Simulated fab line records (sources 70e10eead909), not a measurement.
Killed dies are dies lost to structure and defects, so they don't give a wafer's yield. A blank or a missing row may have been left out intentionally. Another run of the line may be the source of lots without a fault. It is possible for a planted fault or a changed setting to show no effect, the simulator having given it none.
fab line records | flow nand-harc
[record] lots = 6 wafers = 18 last-day = 24
route steps=1159 shown A_STAIRCASE@539 END@1159
lots that met no fault: from a run of the same line without faults
start-h: hours from the record's opening day to when the first of the lot's shown wafers began | wait-h: how many hours have passed since the lot's step before this one | " the same as in the row above | L1.1+2: one row covering several wafers at once | - no value, or no start was given | * or withheld: withheld | < > ~ a bound
route shown NAME@n: NAME is a module with steps in the file, n the number in the route of the first one | usual: mean/standard deviation taken from wafers without a fault | same: alike in all rows | chamber/n: place in a boat | sites: the reading at each site | _std_site: their standard deviation | _edge_site: mean of outer sites minus mean of inner sites | radius-mm: how far each site lies from the wafer's centre | mask NAME#n: copy n | behind: the most recent tool/chamber to have shaped the wafer | hold: cause of the lot's hold/its duration in hours/its outcome | device: whichever transistor did not switch (one of n, p or np) | end of line: tests of these same wafers at the route's end | where a step has no rows: the recipe by itself | killed: at the first sort, the dies lost to defects and structure; wafer yield is something else | map: shows each die of a wafer: x if killed, . if not, _ if none is there
set.NAME: the setting the step ran with; set.NAME@STEP: the setting that earlier step ran with | model.NAME: the simulator's own value behind a step, which no gauge read
lots at some steps of the route; a table a step, a row a wafer
services: when a tool's chamber went out of use (start-h, in hours from the record's first day, below 0 if earlier), for how many hours, and the reason
[[steps]]
[step NHARC_A_STAIRCASE_COAT_03]
[recipe] spin-rpm = 1200
[step NHARC_A_STAIRCASE_SOFTBAKE_04]
[recipe] temp-c = 135 time-s = 170
[step NHARC_A_STAIRCASE_EBR_05]
[step NHARC_A_STAIRCASE_EXPOSE_06]
[recipe] na = 0.5 dose-mj = 25.43 mask-id = STAIR
[step NHARC_A_STAIRCASE_PEB_07]
[recipe] peb-temp-c = 115 peb-time-s = 130
[step NHARC_A_STAIRCASE_DEVELOP_08]
[recipe] time-s = 140
[step NHARC_A_STAIRCASE_HARDBAKE_10]
[recipe] temp-c = 120 time-s = 140
[step NHARC_A_STAIRCASE_DESCUM_11]
[recipe] time-s = 3 o2-flow-sccm = 200 ar-flow-sccm = 0 bias-power-w = 0 chemistry = O2
[usual] drypump-motor-current-A = 5.9/0.51 oes-product-au = 0.996/0.015 rf-vpp-V = 57.8/0.93 showerhead-plenum-p-Torr = 1.92/0.11 throttle-valve-pct = 11.311/0.0085
[same] bias-power-w = 0
// columns lot.wafer tool chamber start-h wait-h drypump-motor-current-A oes-product-au rf-hours-counter-h rf-vpp-V showerhead-plenum-p-Torr throttle-valve-pct
L391.1 rie-diel-11 3 265.41 - 6.6 0.990 29 57.7 1.80 11.310
L391.3 " 1 " " 5.7 1.001 28 57.9 2.05 11.303
L391.5 " 1 " " 5.7 1.004 - 58.4 2.05 11.318
L392.3 rie-diel-05 2 265.59 - 6.1 0.972 37 57.6 1.82 11.321
L392.6 " 3 " " 6.5 1.002 - 56.4 1.78 11.304
L392.5 " 0 " " 4.8 0.993 - 57.9 1.89 11.302
L397.3 rie-diel-11 3 309.64 - 6.6 1.005 46 56.1 1.79 11.318
L397.2 " 1 " " 5.7 1.024 47 56.7 2.04 11.311
L397.5 " 2 " " 6.1 0.972 - 57.8 2.06 11.312
L399.1 rie-diel-11 2 329.84 - 6.1 0.987 53 58.6 2.06 11.325
L399.4 " 1 " " 5.7 1.026 54 58.0 2.04 11.299
L399.5 " 2 " " 6.1 0.994 - 58.1 2.06 11.306
L403.2 rie-diel-12 1 345.38 - 5.9 0.981 44 58.8 2.06 11.326
L403.5 " 3 " " 5.5 0.997 - 58.9 1.97 11.308
L403.6 " 0 " " 6.1 0.962 - 57.8 1.99 11.304
L406.4 rie-diel-12 0 372.22 - 6.1 0.978 53 57.5 1.98 11.308
L406.2 " 3 " " 5.5 1.009 54 58.5 1.97 11.314
L406.5 " 0 " " 6.1 0.980 - 59.2 1.98 11.306
[step NHARC_A_STAIRCASE_TRIM_12]
[recipe] time-s = 211.2 o2-flow-sccm = 500 ar-flow-sccm = 0 bias-w = 0 chemistry = O2
[usual] drypump-motor-current-A = 5.9/0.51 oes-product-au = 0.997/0.013 rf-vpp-V = 57.7/0.92 showerhead-plenum-p-Torr = 3.52/0.18 throttle-valve-pct = 17.036/0.0092
// columns lot.wafer tool chamber start-h wait-h drypump-motor-current-A oes-product-au rf-hours-counter-h rf-vpp-V showerhead-plenum-p-Torr throttle-valve-pct
L391.3 rie-diel-11 2 265.51 0.1 6.1 0.978 27 57.9 3.79 17.033
L391.1 " 1 " " 5.7 1.012 28 58.1 3.76 17.027
L391.5 " 3 " " 6.7 0.996 - 56.8 3.33 17.044
L392.3 rie-diel-05 0 265.72 0.1 4.8 0.993 35 55.8 3.49 17.048
L392.5 " 3 " " 6.5 1.016 - 56.1 3.30 17.047
L392.6 " 0 " " 4.8 1.000 - 59.0 3.49 17.028
L397.3 rie-diel-11 0 309.73 0.1 5.8 1.007 43 58.4 3.36 17.048
L397.2 " 1 " " 5.7 1.021 47 58.1 3.75 17.038
L397.5 " 3 " " 6.6 1.008 - 58.0 3.32 17.033
L399.1 rie-diel-11 1 329.93 0.1 5.7 1.031 54 58.8 3.75 17.037
L399.4 " 2 " " 6.1 0.984 53 57.4 3.78 17.048
L399.5 " 1 " " 5.7 1.018 - 58.7 3.75 17.047
L403.2 rie-diel-12 1 345.56 0.2 6.0 0.982 45 57.7 3.78 17.050
L403.6 " 3 " " 5.6 1.009 - 57.5 3.63 17.025
L403.5 " 0 " " 6.1 0.967 - 58.5 3.65 17.025
L406.4 rie-diel-12 2 372.38 0.2 5.3 0.992 56 57.7 3.34 17.040
L406.2 " 3 " " 5.6 1.009 55 57.4 3.62 17.050
L406.5 " 1 " " 6.0 0.990 - 58.5 3.78 17.044
[step NHARC_A_STAIRCASE_ETCH_13]
[recipe] target-depth-a = 1000 time-s = 40.5 ion-energy-ev = 400 c4f8-flow-sccm = 20 o2-flow-sccm = 10 ar-flow-sccm = withheld rf-w = 600 bias-w = 1000 chemistry = C4F8/O2
[usual] oes-product-au = 0.936/0.017 rf-vpp-V = 896/6.8 run-length-s = 62.0/0.38
// columns lot.wafer tool chamber start-h wait-h oes-product-au rf-hours-counter-h rf-vpp-V run-length-s
L391.3 rie-diel-11 3 - - 0.935 29 887 61.9
L391.1 " 0 " " 0.979 25 890 62.2
L391.5 " 1 " " 0.947 - 902 62.3
L392.3 rie-diel-05 2 - - 0.930 37 892 62.4
L392.6 " 1 " " 0.929 - 895 61.4
L392.5 " 2 " " 0.932 - 891 62.6
L397.3 rie-diel-11 1 - - 0.959 47 904 62.1
L397.2 " 3 " " 0.931 46 888 61.9
L397.5 " 2 " " 0.925 - 905 62.2
L399.1 rie-diel-11 2 - - 0.932 53 904 61.8
L399.4 " 0 " " 0.970 49 891 61.7
L399.5 " 2 " " 0.933 - 905 61.9
L403.2 rie-diel-12 2 - - 0.908 44 888 61.9
L403.5 " 1 " " 0.908 - 905 62.6
L403.6 " 2 " " 0.922 - 890 61.9
L406.4 rie-diel-12 1 - - 0.926 55 904 62.3
L406.2 " 0 " " 0.917 53 900 61.4
L406.5 " 1 " " 0.928 - 904 62.4
[step NHARC_A_STAIRCASE_TRIM_14]
[recipe] time-s = 211.2 o2-flow-sccm = 500 ar-flow-sccm = 0 bias-w = 0 chemistry = O2
[usual] drypump-motor-current-A = 5.9/0.49 oes-product-au = 0.995/0.014 rf-vpp-V = 57.9/0.98 showerhead-plenum-p-Torr = 3.51/0.18 throttle-valve-pct = 17.037/0.0086
// columns lot.wafer tool chamber start-h wait-h drypump-motor-current-A oes-product-au rf-hours-counter-h rf-vpp-V showerhead-plenum-p-Torr throttle-valve-pct
L391.3 rie-diel-11 0 - - 5.8 1.003 25 56.9 3.37 17.026
L391.1 " 1 " " 5.7 1.019 28 57.5 3.76 17.033
L391.5 " 2 " " 6.1 0.984 - 56.4 3.79 17.039
L392.3 rie-diel-05 1 - - 5.7 0.990 37 57.9 3.48 17.046
L392.5 " 2 " " 6.1 0.989 - 55.6 3.38 17.028
L392.6 " 3 " " 6.5 1.006 - 56.1 3.30 17.043
L397.3 rie-diel-11 3 - - 6.6 0.995 46 56.7 3.32 17.031
L397.2 " 1 " " 5.6 1.021 47 57.5 3.75 17.030
L397.5 " 0 " " 5.8 0.998 - 58.4 3.36 17.041
L399.4 rie-diel-11 1 - - 5.7 1.029 54 59.9 3.75 17.033
L399.1 " 3 " " 6.6 1.004 52 56.6 3.32 17.040
L399.5 " 1 " " 5.7 1.019 - 58.0 3.75 17.027
L403.2 rie-diel-12 1 - - 6.0 0.996 45 60.4 3.78 17.038
L403.6 " 3 " " 5.6 1.002 - 58.2 3.63 17.035
L403.5 " 0 " " 6.1 0.986 - 56.9 3.65 17.037
L406.4 rie-diel-12 3 - - 5.6 0.988 55 58.3 3.62 17.042
L406.2 " 1 " " 5.9 0.984 55 58.7 3.78 17.046
L406.5 " 3 " " 5.6 0.997 - 58.2 3.62 17.040
[step NHARC_A_STAIRCASE_ETCH_15]
[recipe] target-depth-a = 1000 time-s = 40.5 ion-energy-ev = 400 c4f8-flow-sccm = 20 o2-flow-sccm = 10 ar-flow-sccm = withheld rf-w = 600 bias-w = 1000 chemistry = C4F8/O2
[usual] oes-product-au = 0.938/0.016 rf-vpp-V = 896/6.6 run-length-s = 62.0/0.42
// columns lot.wafer tool chamber start-h wait-h oes-product-au rf-hours-counter-h rf-vpp-V run-length-s
L391.3 rie-diel-11 1 266.03 - 0.961 28 904 61.9
L391.1 " 2 " " 0.925 27 907 62.2
L391.5 " 3 " " 0.935 - 889 61.8
L392.3 rie-diel-05 0 266.13 - 0.947 36 893 61.7
L392.6 " 0 " " 0.950 - 893 61.4
L392.5 " 1 " " 0.934 - 894 61.8
L397.2 rie-diel-11 1 310.15 - 0.960 47 903 74.5
L397.3 " 0 " " 0.942 43 889 74.3
L397.5 " 1 " " 0.957 - 903 62.0
L399.1 rie-diel-11 2 330.32 - 0.942 53 905 61.7
L399.4 " 3 " " 0.951 52 888 74.1
L399.5 " 0 " " 0.955 - 889 61.9
L403.2 rie-diel-12 1 346.02 - 0.928 45 905 62.1
L403.5 " 1 " " 0.913 - 904 62.1
L403.6 " 2 " " 0.921 - 890 62.1
L406.4 rie-diel-12 2 372.75 - 0.942 56 889 61.8
L406.2 " 3 " " 0.949 55 901 62.1
L406.5 " 0 " " 0.910 - 900 61.7
[step NHARC_A_STAIRCASE_TRIM_16]
[recipe] time-s = 211.2 o2-flow-sccm = 500 ar-flow-sccm = 0 bias-w = 0 chemistry = O2
[usual] drypump-motor-current-A = 5.9/0.49 oes-product-au = 0.996/0.013 rf-vpp-V = 57.6/0.87 showerhead-plenum-p-Torr = 3.52/0.18 throttle-valve-pct = 17.037/0.0091
// columns lot.wafer tool chamber start-h wait-h drypump-motor-current-A oes-product-au rf-hours-counter-h rf-vpp-V showerhead-plenum-p-Torr throttle-valve-pct
L392.3 rie-diel-05 2 - - 6.1 0.993 37 58.4 3.38 17.046
L392.5 " 2 " " 6.1 1.000 - 58.1 3.38 17.038
L392.6 " 3 " " 6.5 1.019 - 58.0 3.30 17.043
L391.3 rie-diel-11 3 - - 6.6 0.986 30 57.2 3.33 17.057
L391.1 " 1 " " 5.7 1.013 30 58.4 3.76 17.032
L391.5 " 0 " " 5.8 0.998 - 57.7 3.37 17.052
L397.2 rie-diel-11 3 - - 6.6 1.001 46 56.9 3.32 17.035
L397.3 " 1 " " 5.7 1.025 48 57.4 3.75 17.039
L397.5 " 3 " " 6.6 1.004 - 57.1 3.32 17.020
L399.4 rie-diel-11 0 - - 5.7 1.005 49 56.8 3.36 17.051
L399.1 " 2 " " 6.1 0.991 53 59.4 3.78 17.027
L399.5 " 1 " " 5.6 1.024 - 57.7 3.75 17.047
L403.2 rie-diel-12 2 - - 5.3 0.990 45 58.5 3.34 17.033
L403.5 " 2 " " 5.4 0.990 - 58.3 3.34 17.047
L403.6 " 3 " " 5.5 0.996 - 56.7 3.63 17.045
L406.2 rie-diel-12 3 - - 5.6 1.012 55 58.4 3.62 17.037
L406.4 " 2 " " 5.3 1.003 56 58.3 3.34 17.032
L406.5 " 0 " " 6.1 0.987 - 57.8 3.65 17.041
[step NHARC_END_SORT_01]
[recipe] temp-c = 25
[usual] killed-at-array = 25/10 killed-at-other = 0.6/0.91 killed-at-periphery = 3.6/2.9 killed-dies = 29/10 killed-open = 3.3/2 killed-short = 1.9/1.5
[same] gross-dies = 677
// columns lot.wafer tool chamber start-h wait-h killed-at-array killed-at-other killed-at-periphery killed-dies killed-open killed-short
L397.2 prober-02 0 508.02 2.8 672 0 5 677 1 3
L397.3 prober-02 0 508.81 3.1 674 0 3 677 2 5
L399.4 prober-02 0 534.78 3.4 674 0 3 677 3 6
// killed by level:class
L397.2 A_STAIRCASE:area-etch=640 A_SLIT:chamber-film-flake=15 A_CHANNEL_HOLE_D1:chamber-film-flake=6 P_GATE:chamber-film-flake=4 A_STAIRCASE:chamber-film-flake=4 A_CONTACT:chamber-film-flake=3 P_M0:geometric-particle:short=1 A_SGD_CUT:geometric-particle:open=1
L397.3 A_STAIRCASE:area-etch=642 A_SLIT:chamber-film-flake=12 A_STAIRCASE:chamber-film-flake=6 A_CONTACT:chamber-film-flake=5 A_CHANNEL_HOLE_D1:chamber-film-flake=3 P_GATE:chamber-film-flake=2 P_GATE:geometric-particle:short=1 A_ONON_D1:geometric-particle:short=1
L399.4 A_STAIRCASE:area-etch=642 A_CHANNEL_HOLE_D1:chamber-film-flake=9 A_SLIT:chamber-film-flake=9 A_WL_FILL:chamber-film-flake=4 A_CONTACT:chamber-film-flake=2 P_CONTACT:geometric-particle:open=1 P_M0:geometric-particle:open=1 A_SOURCE_PLATE:geometric-particle:short=1
// map L397.2 (x killed, . not)
____________x____________
_________xxxxxxx_________
_______xxxxxxxxxxx_______
______xxxxxxxxxxxxx______
_____xxxxxxxxxxxxxxx_____
____xxxxxxxxxxxxxxxxx____
____xxxxxxxxxxxxxxxxx____
___xxxxxxxxxxxxxxxxxxx___
___xxxxxxxxxxxxxxxxxxx___
__xxxxxxxxxxxxxxxxxxxxx__
__xxxxxxxxxxxxxxxxxxxxx__
_xxxxxxxxxxxxxxxxxxxxxxx_
_xxxxxxxxxxxxxxxxxxxxxxx_
_xxxxxxxxxxxxxxxxxxxxxxx_
_xxxxxxxxxxxxxxxxxxxxxxx_
_xxxxxxxxxxxxxxxxxxxxxxx_
xxxxxxxxxxxxxxxxxxxxxxxxx
xxxxxxxxxxxxxxxxxxxxxxxxx
xxxxxxxxxxxxxxxxxxxxxxxxx
xxxxxxxxxxxxxxxxxxxxxxxxx
xxxxxxxxxxxxxxxxxxxxxxxxx
_xxxxxxxxxxxxxxxxxxxxxxx_
_xxxxxxxxxxxxxxxxxxxxxxx_
_xxxxxxxxxxxxxxxxxxxxxxx_
_xxxxxxxxxxxxxxxxxxxxxxx_
_xxxxxxxxxxxxxxxxxxxxxxx_
__xxxxxxxxxxxxxxxxxxxxx__
__xxxxxxxxxxxxxxxxxxxxx__
___xxxxxxxxxxxxxxxxxxx___
___xxxxxxxxxxxxxxxxxxx___
____xxxxxxxxxxxxxxxxx____
____xxxxxxxxxxxxxxxxx____
_____xxxxxxxxxxxxxxx_____
______xxxxxxxxxxxxx______
_______xxxxxxxxxxx_______
_________xxxxxxx_________
____________x____________
// map L399.4 (x killed, . not)
____________x____________
_________xxxxxxx_________
_______xxxxxxxxxxx_______
______xxxxxxxxxxxxx______
_____xxxxxxxxxxxxxxx_____
____xxxxxxxxxxxxxxxxx____
____xxxxxxxxxxxxxxxxx____
___xxxxxxxxxxxxxxxxxxx___
___xxxxxxxxxxxxxxxxxxx___
__xxxxxxxxxxxxxxxxxxxxx__
__xxxxxxxxxxxxxxxxxxxxx__
_xxxxxxxxxxxxxxxxxxxxxxx_
_xxxxxxxxxxxxxxxxxxxxxxx_
_xxxxxxxxxxxxxxxxxxxxxxx_
_xxxxxxxxxxxxxxxxxxxxxxx_
_xxxxxxxxxxxxxxxxxxxxxxx_
xxxxxxxxxxxxxxxxxxxxxxxxx
xxxxxxxxxxxxxxxxxxxxxxxxx
xxxxxxxxxxxxxxxxxxxxxxxxx
xxxxxxxxxxxxxxxxxxxxxxxxx
xxxxxxxxxxxxxxxxxxxxxxxxx
_xxxxxxxxxxxxxxxxxxxxxxx_
_xxxxxxxxxxxxxxxxxxxxxxx_
_xxxxxxxxxxxxxxxxxxxxxxx_
_xxxxxxxxxxxxxxxxxxxxxxx_
_xxxxxxxxxxxxxxxxxxxxxxx_
__xxxxxxxxxxxxxxxxxxxxx__
__xxxxxxxxxxxxxxxxxxxxx__
___xxxxxxxxxxxxxxxxxxx___
___xxxxxxxxxxxxxxxxxxx___
____xxxxxxxxxxxxxxxxx____
____xxxxxxxxxxxxxxxxx____
_____xxxxxxxxxxxxxxx_____
______xxxxxxxxxxxxx______
_______xxxxxxxxxxx_______
_________xxxxxxx_________
____________x____________
[[services]]
// columns tool chamber start-h hours kind
rie-diel-11 2 242.83 4.5 repair
rie-diel-11 0 247.52 - clean
rie-diel-11 1 247.52 - clean
rie-diel-11 2 247.52 - clean
rie-diel-11 3 247.52 - clean
rie-diel-11 0 259.02 6.5 repair
rie-diel-11 0 272.02 - clean
rie-diel-11 1 272.02 - clean
rie-diel-11 2 272.02 - clean
rie-diel-11 3 272.02 - clean
rie-diel-11 0 296.54 - clean
rie-diel-11 1 296.54 - clean
rie-diel-11 2 296.54 - clean
rie-diel-11 3 296.54 - clean
rie-diel-11 0 321.10 - clean
rie-diel-11 1 321.10 - clean
rie-diel-11 2 321.10 - clean
rie-diel-11 3 321.10 - clean
rie-diel-05 - 340.65 9.0 pm
rie-diel-11 0 345.60 - clean
rie-diel-11 1 345.60 - clean
rie-diel-11 2 345.60 - clean
rie-diel-11 - 366.55 9.0 pm
rie-diel-05 0 372.58 1.2 repair
[[key]]
[first-sign] step = NHARC_A_STAIRCASE_ETCH_15 reading = run-length-s direction = up sigmas = 29 usual = * struck = *
[effect] step = NHARC_END_SORT_01 reading = killed-dies direction = up sigmas = 63 usual = 29 struck = 677
[more-kills-born-at] NHARC_A_STAIRCASE_ETCH_15@rie-diel-11 = 1924
met-at NHARC_A_STAIRCASE_ETCH_15
struck-wafers L397.2,L397.3,L399.4
later-rows-left-out L397.2,L397.3,L399.4
tester-left-out L397,L399
onset-between 266.03 310.15
[fault] kind = process-parameter-drift tool = rie-diel-11 chamber = - onset-h = 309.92 steps = NHARC_A_STAIRCASE_ETCH_15 channel = time-s offset = * shape = step end-h = 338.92 scope = struck-wafers-only acts-in = * stated = *
// tester-left-out: of these lots the tester's yield and bins aren't shown, on N5 and GAA mostly nor the transistor test; their killed dies are dies lost to structure and defects alone, not to doping, threshold or leakage, so they don't give the yield
// later-rows-left-out: the simulator's readings of these wafers behind a module that went badly wrong aren't trusted and aren't shown, but for the sort
